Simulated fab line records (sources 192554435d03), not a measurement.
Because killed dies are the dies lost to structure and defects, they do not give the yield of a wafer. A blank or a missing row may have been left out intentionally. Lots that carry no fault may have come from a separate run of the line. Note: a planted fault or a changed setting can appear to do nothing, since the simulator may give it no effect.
fab line records | flow n5Finfet
[record] lots = 5 wafers = 13 lastDay = 18
route steps=1938 shown DUMMY_GATE@228 SPACER0@258 SD_EPI_N@262 BEOL_M4@1111 PASSIVATION@1936
lots that met no fault: from a run of the same line without faults
startH: start of the lot's first displayed wafer, in hours after the record's first day | waitH: hours from the lot's prior step to this one | " identical to the entry in the row above | L1.1+2: a single row standing in for several wafers | - either no value or no given start | * or withheld: withheld | < > ~ a bound
route shown NAME@n: names a module that has steps shown in the file, with the first one's number in the route | usual: the fault-free wafers' mean and standard deviation | same: alike in all rows | chamber/n: place in a boat | sites: each site's reading | _std_site: the values' standard deviation | _edge_site: the outer-site mean with the inner-site mean subtracted | radiusMm: for every site, how far away it sits from the centre of the wafer | mask NAME#n: copy n | behind: the tool/chamber that last shaped the wafer | hold: why the lot went on hold/how many hours it stayed there/how the hold came to an end | device: which transistor (n, p or np) failed to switch | end of line: at the end of the route, the tests of the same wafers | for a step that has no rows: nothing shown but its recipe | killed: dies lost to structure and defects at the first sort, not the wafer's yield | map: shows each die of a wafer: x if killed, . if not, _ if none is there
set.NAME: the run value of the setting; set.NAME@STEP: its run value at that earlier step | model.NAME: the simulator's own value behind a step, which no gauge read
lots seen at some steps along the route; tables by step, rows by wafer
services: a tool's chamber out of use, with start hour (startH, from the record's first day; less than 0 if before it), hours out, and reason
[[steps]]
[step N5_DUMMY_GATE_EXPOSE_12]
[recipe] maskId = GATE na = 0.33 sourceShape = annular sigmaInner = 0.2 sigmaOuter = 0.6 polarization = unpolarized targetCdNm = 25 doseMj = 34
[step N5_DUMMY_GATE_PEB_13]
[recipe] pebTempC = 100 pebTimeS = 60 resist = CAR-EUV
[step N5_DUMMY_GATE_DEVELOP_14]
[recipe] developTimeS = 30 developer = TMAH resist = CAR-EUV rinseLiquid = surfactantRinse dry = airSpin devTempC = 23
[step N5_DUMMY_GATE_DESCUM_20]
[recipe] chemistry = O2 timeS = 6.2 sourcePowerW = 50 biasPowerW = 20 pressureMtorr = 20 rfFrequencyHz = 2.712e+07 tempC = 40 resist = CAR-EUV o2FlowSccm = 225
[step N5_DUMMY_GATE_ETCH_29]
[recipe] chemistry = N2/H2 target = underlayer targetDepthA = 130 ionEnergyEv = 200 pressureMtorr = 30 sourceW = 840 biasW = 150 n2FlowSccm = 200 h2FlowSccm = 200
[step N5_DUMMY_GATE_ETCH_36]
[recipe] chemistry = CF4 target = SiARC targetDepthA = 130 pressureMtorr = 40 sourceW = 545 biasW = 36 Ar_flow_sccm = 100 cf4FlowSccm = 100 ionEnergyEv = 80
[step N5_DUMMY_GATE_ETCH_37]
[recipe] chemistry = N2/H2 target = SOC targetDepthA = 600 overetchA = 300 tempC = 40 ionEnergyEv = 200 pressureMtorr = 30 sourceW = 840 biasW = 150 n2FlowSccm = 200 h2FlowSccm = 200
[step N5_DUMMY_GATE_STRIP_38]
[recipe] chemistry = N2/H2 tempC = 40 n2FlowSccm = 200 h2FlowSccm = 200 rfFrequencyHz = 6e+07
[step N5_DUMMY_GATE_STRIP_39]
[recipe] chemistry = N2/H2 tempC = 40 n2FlowSccm = 200 h2FlowSccm = 200 rfFrequencyHz = 6e+07
[step N5_DUMMY_GATE_TRIM_49]
[recipe] chemistry = O2 resist = SOC timeS = 29 targetCdNm = 14 sourcePowerW = 300 biasPowerW = 0 O2_flow_sccm = 100 tempC = 20
[usual] drypumpMotorCurrentA = 5.8/0.37 oesProductAu = 1.003/0.019 throttleValvePct = 8.15/0.14
[same] biasPowerW = 0
// columns lot.wafer tool chamber startH waitH drypumpMotorCurrentA oesProductAu rfHoursCounterH throttleValvePct model.DUMMY_GATE.cdNm
L539.2 rieSi-02 0 82.80 0.0 6.2 0.967 140 8.19 14
L539.4 " 3 " " 6.1 1.013 143 8.03 14
L539.6 " 3 " " 6.1 1.015 - 8.05 14
L544.1 rieSi-02 1 115.64 0.0 5.9 1.001 178 8.37 14
L544.2 " 3 " " 6.1 1.416 144 8.04 8.6
L544.5 " 1 " " 5.9 0.996 - 8.36 14
L546.1 rieSi-02 3 123.42 0.0 6.1 1.016 144 8.06 14
L546.6 " 2 " " 5.2 1.398 - 8.19 8.2
L548.2 rieSi-02 3 136.88 0.0 6.1 1.402 144 8.03 8.8
L548.4 " 2 " " 5.2 1.008 2 8.19 14
L556.2 rieSi-04 0 183.17 0.0 5.9 1.014 21 7.88 14
L556.4 " 3 " " 6.0 0.992 24 8.01 14
L556.6 " 3 " " 6.0 1.003 - 8.02 13.8
[step N5_DUMMY_GATE_STRIP_40]
[recipe] chemistry = CF4 resist = SiARC powerW = 300 biasPowerW = 75 pressureMtorr = 50 cf4FlowSccm = 150 rfFrequencyHz = 6e+07
[step N5_DUMMY_GATE_CD_MEAS_50]
[recipe] targetCdNm = 14
[usual] cdNm = 14.02/0.27
// columns lot.wafer tool chamber startH waitH cdNm
L539.2 cdSem-01 - 82.96 0.0 13.83
L539.4 " - " " 14.17
L539.6 " - " " 14.00
L544.1 cdSem-03 - 115.78 0.0 14.04
L544.2 " - " " 8.72
L544.5 " - " " 14.29
L546.1 cdSem-03 - 123.57 0.0 14.17
L546.6 " - " " 7.80
L548.2 cdSem-01 - 137.03 0.0 8.95
L548.4 " - " " 13.68
L556.2 cdSem-02 - 183.32 0.0 13.73
L556.4 " - " " 13.78
L556.6 " - " " 13.96
[step N5_DUMMY_GATE_ETCH_31]
[recipe] chemistry = C4F6/O2 target = SiO2 maskMaterial = SOC targetDepthA = 825 timeS = 27.5 ionEnergyEv = 250 pressureMtorr = 30 sourceW = 345 biasW = 185 Ar_flow_sccm = 300 C4F6_flow_sccm = 10 O2_flow_sccm = 10
[step N5_DUMMY_GATE_STRIP_41]
[recipe] chemistry = O2 powerW = 400 tempC = 40 pressureMtorr = 30 rfFrequencyHz = 6e+07 biasPowerW = 0 overashFraction = 0.3 o2FlowSccm = 225
[step N5_DUMMY_GATE_HM_OPEN_21]
[recipe] chemistry = CH3F/O2 target = SiNx targetDepthA = 1200 Ar_flow_sccm = 150 CH3F_flow_sccm = 30 O2_flow_sccm = 23 timeS = 171.4 pressureMtorr = 30 sourceW = 395 biasW = 73 ionEnergyEv = 120.7
[step N5_DUMMY_GATE_ETCH_32]
[recipe] chemistry = CF4 target = SiO2 targetDepthA = 35 timeS = 3.9 ionEnergyEv = 350 pressureMtorr = 10 icpW = 800 biasW = 400 cf4FlowSccm = 80
[step N5_DUMMY_GATE_ETCH_23]
[recipe] chemistry = HBr/Cl2/O2 HBr_flow_sccm = 150 Cl2_flow_sccm = 80 O2_flow_sccm = 12 biasW = 102 targetDepthA = 410 timeS = 22.3 target = poly-Si maskMaterial = SiO2 pressureMtorr = 10 icpW = 800
[step N5_DUMMY_GATE_ETCH_44]
[recipe] chemistry = HBr/O2 overEtchFrac = 0.7 targetDepthA = 1275 stopOn = SiO2 ionEnergyEv = 60 biasW = 20 target = poly-Si maskMaterial = SiO2 pressureMtorr = 20 icpW = 400 HBr_flow_sccm = 120 O2_flow_sccm = 10
[step N5_DUMMY_GATE_CD_MEAS_24]
[recipe] targetCdNm = 15
[usual] cdNm = 15.1/0.33
// columns lot.wafer tool chamber startH waitH cdNm
L539.2 cdSem-01 - 83.45 0.1 15.2
L539.4 " - " " 15.2
L539.6 " - " " 14.9
L544.1 cdSem-01 - 116.28 0.1 15.0
L544.2 " - " " 9.0
L544.5 " - " " 14.9
L546.1 cdSem-03 - 124.16 0.1 15.0
L546.6 " - " " 9.5
L548.2 cdSem-01 - 137.66 0.1 9.7
L548.4 " - " " 14.9
L556.2 cdSem-02 - 183.82 0.1 15.2
L556.4 " - " " 14.8
L556.6 " - " " 15.4
[step N5_DUMMY_GATE_ETCH_42]
[recipe] chemistry = CHF3/O2 target = SiO2 targetDepthA = 35 timeS = 31 ionEnergyEv = 30 biasW = 12 pressureMtorr = 30 sourceW = 600 Ar_flow_sccm = 200 CHF3_flow_sccm = 50 O2_flow_sccm = 5
[usual] drypumpMotorCurrentA = 5.7/0.42 oes_ar_750_au = 0.78/0.084 oesProductAu = 0.78/0.088 rfVppV = 42.6/1 showerheadPlenumPTorr = 2.42/0.072 throttleValvePct = 18.86/0.23
// columns lot.wafer tool chamber startH waitH drypumpMotorCurrentA oes_ar_750_au oesProductAu rfHoursCounterH rfVppV showerheadPlenumPTorr throttleValvePct model.DUMMY_GATE.cdNm
L539.2 rieDiel-04 2 83.50 0.0 6.5 0.67 0.65 270 42.5 2.36 19.26 15
L539.4 " 2 " " 6.6 0.66 0.66 - 42.7 2.36 19.28 15.2
L539.6 " 1 " " 5.9 0.71 0.70 - 42.8 2.50 18.91 15
L544.1 rieDiel-04 2 116.33 0.0 6.5 0.66 0.65 283 43.0 2.36 19.29 14.8
L544.2 " 1 " " 5.9 0.70 0.69 210 43.5 2.49 18.94 9.2
L544.5 " 2 " " 6.5 0.65 0.66 - 42.7 2.36 19.29 15
L546.1 rieDiel-04 1 124.20 0.0 5.9 0.69 0.69 213 42.7 2.49 18.92 15
L546.6 " 1 " " 5.9 0.69 0.70 - 43.6 2.49 18.92 9.4
L548.2 rieDiel-06 2 137.75 0.1 5.9 0.73 0.72 188 41.2 2.50 18.89 9.8
L548.4 " 3 " " 5.2 0.76 0.77 150 42.5 2.51 18.60 14.8
L556.2 rieDiel-04 1 183.86 0.0 5.9 0.68 0.67 234 44.0 2.48 18.96 14.8
L556.4 " 2 " " 6.5 0.97 0.97 3 42.4 2.35 18.84 14.8
L556.6 " 0 " " 5.6 0.82 0.83 - 43.9 2.35 18.80 15
[step N5_DUMMY_GATE_STRIP_48]
[recipe] chemistry = N2/H2 timeS = 20 powerW = 100 tempC = 40 pressureMtorr = 100 rfFrequencyHz = 6e+07 biasPowerW = 3 n2FlowSccm = 300 h2FlowSccm = 300
[step N5_DUMMY_GATE_PRECLEAN_33]
[recipe] chemistry = dHF timeS = 10 dilution = 750:1 tempC = 25
[step N5_DUMMY_GATE_PRECLEAN_25]
[recipe] chemistry = O3/DIW timeS = 45 tempC = 22 o3Ppm = 10
[step N5_DUMMY_GATE_PRECLEAN_51]
[recipe] chemistry = SC2 timeS = 45 tempC = 35 mix = 1:1:50
[step N5_DUMMY_GATE_SRD_26]
[recipe] dry = ipaMarangoni timeS = 30 tempC = 23 rinseLiquid = diw
[step N5_DUMMY_GATE_UV_OZONE_45]
[recipe] timeS = 120 pressureTorr = 760 tempC = 25
[step N5_SPACER0_ALD_07]
[recipe] material = SiNx targetThkA = 20 tempC = 400 aldPrecursorFamily = SiH2I2 aldCoReactant = N2/H2-plasma pressureTorr = 2
[step N5_SPACER0_ALD_00]
[recipe] material = SiOCN targetThkA = 35 tempC = 400 aldPrecursorFamily = alkyl-aminosilane aldCoReactant = O2/N2-plasma pulseTimeS = 3 purgeTimeS = 2 coReactantPurgeTimeS = 2 aldCycles = 58 pressureTorr = 2
[step N5_SPACER0_ALD_08]
[recipe] material = SiNx targetThkA = 20 tempC = 400 aldPrecursorFamily = SiH2I2 aldCoReactant = N2/H2-plasma pressureTorr = 2
[step N5_SD_EPI_N_COAT_32]
[recipe] resist = SOC tempC = 250 timeS = 60 spinRpm = 1500 resistThkNm = 350
[step N5_SD_EPI_N_COAT_33]
[recipe] resist = SiARC tempC = 220 timeS = 60 spinRpm = 1500 resistThkNm = 35
[step N5_SD_EPI_N_COAT_03]
[recipe] resist = CAR-ArF-block spinRpm = 1500 resistThkNm = 150
[step N5_SD_EPI_N_EBR_05]
[recipe] solvent = PGMEA ebrWidthMm = 1.5
[step N5_SD_EPI_N_SOFTBAKE_04]
[recipe] tempC = 110 timeS = 60 resist = CAR-ArF-block
[step N5_SD_EPI_N_EXPOSE_06]
[recipe] maskId = SD_N_BLK na = 1.35 sourceShape = conventional sigmaOuter = 0.8 polarization = unpolarized targetCdNm = 120 doseMj = 39.75
[step N5_SD_EPI_N_PEB_07]
[recipe] pebTempC = 110 pebTimeS = 60 resist = CAR-ArF-block
[step N5_SD_EPI_N_DEVELOP_08]
[recipe] developTimeS = 30 developer = TMAH resist = CAR-ArF-block devTempC = 23 rinseLiquid = diw dry = airSpin
[step N5_BEOL_M4_RC_MEAS_101]
[usual] DIBL_N = 36.4/1.2 DIBL_P = 36.1/1.6 IOFF_N = 0.156/0.024 IOFF_P = 0.21/0.031 ION_N = 674/11 ION_P = 463/6.9 SS_N = 71.5/0.5 SS_P = 73.2/0.55 VT_N = 250.0/2.9 VT_P = -250/3.6
// columns lot.wafer tool chamber startH waitH DIBL_N[mV/V] DIBL_P[mV/V] IOFF_N[nA/um] IOFF_P[nA/um] ION_N[uA/um] ION_P[uA/um] SS_N[mV/dec] SS_P[mV/dec] VT_N[mV] VT_P[mV]
L539.2 prober-01 0 192.11 0.2 36.2 34.4 0.161 0.24 667 470 72.6 73.3 249.5 -246
L539.4 " 0 " " 35.2 32.9 0.143 0.23 665 463 70.9 73.5 252.3 -247
L539.6 " 0 " " 36.8 34.7 0.175 0.25 685 469 70.6 74.1 245.7 -244
L544.1 prober-02 0 232.40 0.0 39.6 39.9 0.216 0.30 697 481 71.5 73.4 246.6 -245
L544.5 " 0 " " 38.9 38.0 0.180 0.25 675 465 72.3 73.4 249.4 -246
L546.1 prober-01 0 242.03 0.0 36.0 34.4 0.116 0.14 655 451 71.2 72.0 258.6 -260
L548.4 prober-02 0 253.10 0.5 37.4 37.1 0.163 0.20 673 455 71.3 73.6 251.6 -255
L556.2 prober-01 0 314.90 0.2 37.0 36.9 0.183 0.20 695 463 72.7 73.8 246.0 -251
L556.4 " 0 " " 36.7 36.2 0.167 0.18 680 458 71.1 73.9 249.4 -254
L556.6 " 0 " " 35.6 35.2 0.154 0.17 679 457 72.1 73.0 247.6 -254
[step N5_PASSIVATION_PROBE_49]
[usual] defectLimitedYield = 91.4/1.5 killed_at_M0_to_M3 = 31/11 killed_at_M4_up = 13/5.5 killedAtContacts = 13/6.3 killedAtFrontEnd = 40/13 killedAtOther = 3.3/2.6 killedDies = 101/18 killedOnRim = 13/4 killedOpen = 67/13 killedShort = 33/7.9 sort_bin_5_function = 5.1/1 sort_bin_6_memory = 3.2/0.68 sortNPass = 1079/18 sortYieldPct = 91.4/1.5
[same] grossDies = 1180 killedAtBackSide = 0 sort_bin_4_leakage[%] = 0 sort_bin_8_speed[%] = 0
// columns lot.wafer tool chamber startH waitH defectLimitedYield[%] killed_at_M0_to_M3 killed_at_M4_up killedAtContacts killedAtFrontEnd killedAtOther killedDies killedOnRim killedOpen killedShort sort_bin_5_function[%] sort_bin_6_memory[%] sortNPass sortYieldPct[%]
L544.2 prober-01 - 331.25 0.1 0 32 17 19 1107 5 1180 152 65 37 97.1 2.5 0 0
L546.1 prober-01 - 337.82 0.0 93.0 29 13 8 32 1 83 5 59 23 5.1 1.7 1097 93.0
L546.6 prober-01 - 338.07 0.3 0 37 17 18 1107 1 1180 152 73 29 96.9 3.0 0 0
L548.2 prober-01 - 354.27 0.1 0 30 15 6 1124 5 1180 152 64 50 95.7 3.6 0 0
// killed by level:class
L544.2 DUMMY_GATE:areaTrim=1078 MOL_CONTACT_COAG:geometricParticle:open=14 BEOL_M0_SAQP:geometricParticle:short=10 BEOL_M4:geometricParticle:open=8 BEOL_M2:geometricParticle:open=8 DUMMY_GATE:geometricParticle:open=6 BEOL_M0_SAQP:geometricParticle:open=6 MOL_CONTACT_COAG:geometricParticle:short=5
L546.1 FIN_SAQP:geometricParticle:open=14 BEOL_M0_SAQP:geometricParticle:short=9 BEOL_M1:geometricParticle:open=7 MOL_CONTACT_COAG:geometricParticle:open=7 BEOL_M4:geometricParticle:open=7 BEOL_M0_SAQP:geometricParticle:open=6 FIN_SAQP:geometricParticle:short=5 BEOL_M2:geometricParticle:open=5
L546.6 DUMMY_GATE:areaTrim=1076 MOL_CONTACT_COAG:geometricParticle:open=12 FIN_SAQP:geometricParticle:open=10 BEOL_M3:geometricParticle:open=9 BEOL_M2:geometricParticle:open=7 FIN_SAQP:geometricParticle:short=6 MOL_CONTACT_COAG:geometricParticle:short=6 BEOL_M5:geometricParticle:open=6
L548.2 DUMMY_GATE:areaTrim=1064 FIN_SAQP:geometricParticle:short=23 FIN_SAQP:geometricParticle:open=16 BEOL_M4:geometricParticle:open=7 BEOL_M3:geometricParticle:short=5 BEOL_M3:geometricParticle:open=5 STARTING-WAFER:geometricParticle:open=4 MOL_CONTACT_COAG:geometricParticle:open=4
// map L544.2 (x killed, . not)
_________________xxxxxxxxxxxx________________
______________xxxxxxxxxxxxxxxxxx_____________
___________xxxxxxxxxxxxxxxxxxxxxxxx__________
__________xxxxxxxxxxxxxxxxxxxxxxxxxx_________
________xxxxxxxxxxxxxxxxxxxxxxxxxxxxxx_______
_______xxxxxxxxxxxxxxxxxxxxxxxxxxxxxxxx______
______xxxxxxxxxxxxxxxxxxxxxxxxxxxxxxxxxx_____
_____xxxxxxxxxxxxxxxxxxxxxxxxxxxxxxxxxxxx____
____xxxxxxxxxxxxxxxxxxxxxxxxxxxxxxxxxxxxxx___
___xxxxxxxxxxxxxxxxxxxxxxxxxxxxxxxxxxxxxxxx__
___xxxxxxxxxxxxxxxxxxxxxxxxxxxxxxxxxxxxxxxx__
__xxxxxxxxxxxxxxxxxxxxxxxxxxxxxxxxxxxxxxxxxx_
__xxxxxxxxxxxxxxxxxxxxxxxxxxxxxxxxxxxxxxxxxx_
_xxxxxxxxxxxxxxxxxxxxxxxxxxxxxxxxxxxxxxxxxxxx
_xxxxxxxxxxxxxxxxxxxxxxxxxxxxxxxxxxxxxxxxxxxx
_xxxxxxxxxxxxxxxxxxxxxxxxxxxxxxxxxxxxxxxxxxxx
_xxxxxxxxxxxxxxxxxxxxxxxxxxxxxxxxxxxxxxxxxxxx
_xxxxxxxxxxxxxxxxxxxxxxxxxxxxxxxxxxxxxxxxxxxx
_xxxxxxxxxxxxxxxxxxxxxxxxxxxxxxxxxxxxxxxxxxxx
_xxxxxxxxxxxxxxxxxxxxxxxxxxxxxxxxxxxxxxxxxxxx
_xxxxxxxxxxxxxxxxxxxxxxxxxxxxxxxxxxxxxxxxxxxx
__xxxxxxxxxxxxxxxxxxxxxxxxxxxxxxxxxxxxxxxxxx_
__xxxxxxxxxxxxxxxxxxxxxxxxxxxxxxxxxxxxxxxxxx_
___xxxxxxxxxxxxxxxxxxxxxxxxxxxxxxxxxxxxxxxx__
___xxxxxxxxxxxxxxxxxxxxxxxxxxxxxxxxxxxxxxxx__
____xxxxxxxxxxxxxxxxxxxxxxxxxxxxxxxxxxxxxx___
_____xxxxxxxxxxxxxxxxxxxxxxxxxxxxxxxxxxxx____
______xxxxxxxxxxxxxxxxxxxxxxxxxxxxxxxxxx_____
_______xxxxxxxxxxxxxxxxxxxxxxxxxxxxxxxx______
________xxxxxxxxxxxxxxxxxxxxxxxxxxxxxx_______
__________xxxxxxxxxxxxxxxxxxxxxxxxxx_________
___________xxxxxxxxxxxxxxxxxxxxxxxx__________
______________xxxxxxxxxxxxxxxxxx_____________
_________________xxxxxxxxxxxx________________
// map L546.6 (x killed, . not)
_________________xxxxxxxxxxxx________________
______________xxxxxxxxxxxxxxxxxx_____________
___________xxxxxxxxxxxxxxxxxxxxxxxx__________
__________xxxxxxxxxxxxxxxxxxxxxxxxxx_________
________xxxxxxxxxxxxxxxxxxxxxxxxxxxxxx_______
_______xxxxxxxxxxxxxxxxxxxxxxxxxxxxxxxx______
______xxxxxxxxxxxxxxxxxxxxxxxxxxxxxxxxxx_____
_____xxxxxxxxxxxxxxxxxxxxxxxxxxxxxxxxxxxx____
____xxxxxxxxxxxxxxxxxxxxxxxxxxxxxxxxxxxxxx___
___xxxxxxxxxxxxxxxxxxxxxxxxxxxxxxxxxxxxxxxx__
___xxxxxxxxxxxxxxxxxxxxxxxxxxxxxxxxxxxxxxxx__
__xxxxxxxxxxxxxxxxxxxxxxxxxxxxxxxxxxxxxxxxxx_
__xxxxxxxxxxxxxxxxxxxxxxxxxxxxxxxxxxxxxxxxxx_
_xxxxxxxxxxxxxxxxxxxxxxxxxxxxxxxxxxxxxxxxxxxx
_xxxxxxxxxxxxxxxxxxxxxxxxxxxxxxxxxxxxxxxxxxxx
_xxxxxxxxxxxxxxxxxxxxxxxxxxxxxxxxxxxxxxxxxxxx
_xxxxxxxxxxxxxxxxxxxxxxxxxxxxxxxxxxxxxxxxxxxx
_xxxxxxxxxxxxxxxxxxxxxxxxxxxxxxxxxxxxxxxxxxxx
_xxxxxxxxxxxxxxxxxxxxxxxxxxxxxxxxxxxxxxxxxxxx
_xxxxxxxxxxxxxxxxxxxxxxxxxxxxxxxxxxxxxxxxxxxx
_xxxxxxxxxxxxxxxxxxxxxxxxxxxxxxxxxxxxxxxxxxxx
__xxxxxxxxxxxxxxxxxxxxxxxxxxxxxxxxxxxxxxxxxx_
__xxxxxxxxxxxxxxxxxxxxxxxxxxxxxxxxxxxxxxxxxx_
___xxxxxxxxxxxxxxxxxxxxxxxxxxxxxxxxxxxxxxxx__
___xxxxxxxxxxxxxxxxxxxxxxxxxxxxxxxxxxxxxxxx__
____xxxxxxxxxxxxxxxxxxxxxxxxxxxxxxxxxxxxxx___
_____xxxxxxxxxxxxxxxxxxxxxxxxxxxxxxxxxxxx____
______xxxxxxxxxxxxxxxxxxxxxxxxxxxxxxxxxx_____
_______xxxxxxxxxxxxxxxxxxxxxxxxxxxxxxxx______
________xxxxxxxxxxxxxxxxxxxxxxxxxxxxxx_______
__________xxxxxxxxxxxxxxxxxxxxxxxxxx_________
___________xxxxxxxxxxxxxxxxxxxxxxxx__________
______________xxxxxxxxxxxxxxxxxx_____________
_________________xxxxxxxxxxxx________________
[[services]]
// columns tool chamber startH hours kind
rieDiel-06 3 81.36 10.5 repair
rieSi-04 1 84.41 - clean
rieSi-04 1 84.41 16.5 scheduledDown
rieSi-04 1 84.41 16.5 ventCycle
rieDiel-04 0 85.45 2.4 repair
rieSi-04 0 91.66 9.6 repair
rieSi-02 - 98.57 0.3 repair
rieSi-04 1 118.55 12.5 repair
rieDiel-04 0 150.26 5.2 repair
rieDiel-04 2 155.76 - clean
rieDiel-04 2 155.76 - consumableReplace:esc
rieDiel-04 2 155.76 - consumableReplace:focusRing
rieDiel-04 2 155.76 18.5 scheduledDown
rieDiel-04 2 155.76 18.5 ventCycle
rieDiel-06 1 175.19 8.7 repair
[[key]]
[firstSign] step = N5_DUMMY_GATE_TRIM_49 reading = oesProductAu direction = up sigmas = 21 usual = 1.003 struck = 1.405
[effect] step = N5_DUMMY_GATE_CD_MEAS_50 reading = cdNm direction = down sigmas = 21 usual = 14.02 struck = 8.49
[effect] step = N5_DUMMY_GATE_CD_MEAS_24 reading = cdNm direction = down sigmas = 17 usual = 15.1 struck = 9.4
[effect] step = N5_PASSIVATION_PROBE_49 reading = sort_bin_5_function direction = up sigmas = 90 usual = 5.1 struck = 96.6
[modelEffect] step = N5_DUMMY_GATE_TRIM_49 value = DUMMY_GATE.cdNm without = 14.13 struck = 8.533
[modelEffect] step = N5_DUMMY_GATE_ETCH_42 value = DUMMY_GATE.cdNm without = 15.13 struck = 9.467
[moreKillsBornAt] N5_DUMMY_GATE_TRIM_49@rieSi-02 = 3218
metAt N5_DUMMY_GATE_TRIM_49
struckWafers L544.2,L546.6,L548.2
laterRowsLeftOut L544.2,L546.6,L548.2
onsetBetween 82.80 115.64
[fault] kind = processParameterDrift tool = rieSi-02 chamber = - onsetH = 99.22 steps = N5_DUMMY_GATE_TRIM_49 channel = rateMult offset = 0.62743 shape = step endH = 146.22 scope = struckWafersOnly
// laterRowsLeftOut: the simulator's readings of these wafers behind a module that went badly wrong aren't trusted and aren't shown, but for the sort
